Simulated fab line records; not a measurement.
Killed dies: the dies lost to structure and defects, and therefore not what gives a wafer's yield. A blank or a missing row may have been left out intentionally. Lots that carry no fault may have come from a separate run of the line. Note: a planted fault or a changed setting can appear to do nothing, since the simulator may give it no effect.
Chamber matching | flow n5-finfet | 4 sister chambers for N5_FIN_SAQP_ETCH_34 on rie-diel-04
The step etches SiO2 in C4F6/O2, target depth 45 nm, time 15 s. 4 wafers are shown with their chamber, then 10 later ones without.

WAFERS, EACH WITH ITS CHAMBER
wafer  | chamber | rf-vpp-V (V)
L093.1 | 2       | 635
L093.3 | 3       | 667
L094.2 | 1       | 694
L094.4 | 0       | 656

WAFERS MISSING THEIR CHAMBER
wafer  | rf-vpp-V (V)
L094.5 | 635
L095.2 | 665
L095.3 | 635
L095.4 | 656
L096.2 | 665
L096.3 | 636
L096.6 | 693
L097.2 | 636
L097.4 | 694
L097.6 | 692

EACH ONE'S CHAMBER
wafer  | from the rows above | in truth
L094.5 | 2                   | 2
L095.2 | 3                   | 3
L095.3 | 2                   | 2
L095.4 | 0                   | 0
L096.2 | 3                   | 3
L096.3 | 2                   | 2
L096.6 | 1                   | 1
L097.2 | 2                   | 2
L097.4 | 1                   | 1
L097.6 | 1                   | 1
Correct placement for 10 of the 10. Left unplaced by these rows: 0. Number placed wrongly: 0.
How it was worked out, from the rows above alone: a wafer's distance from a chamber is the root of the sum, over the readings, of the square of ((its reading less the chamber's mean) divided by the reading's scatter). The wafer belongs to the nearest chamber; if the next one is less than 2 further off, it can't be placed. The mean given for a chamber averages the wafers shown for that chamber. The scatter: root of mean squared gap, hidden wafer to nearest shown wafer, with one shown wafer a chamber.
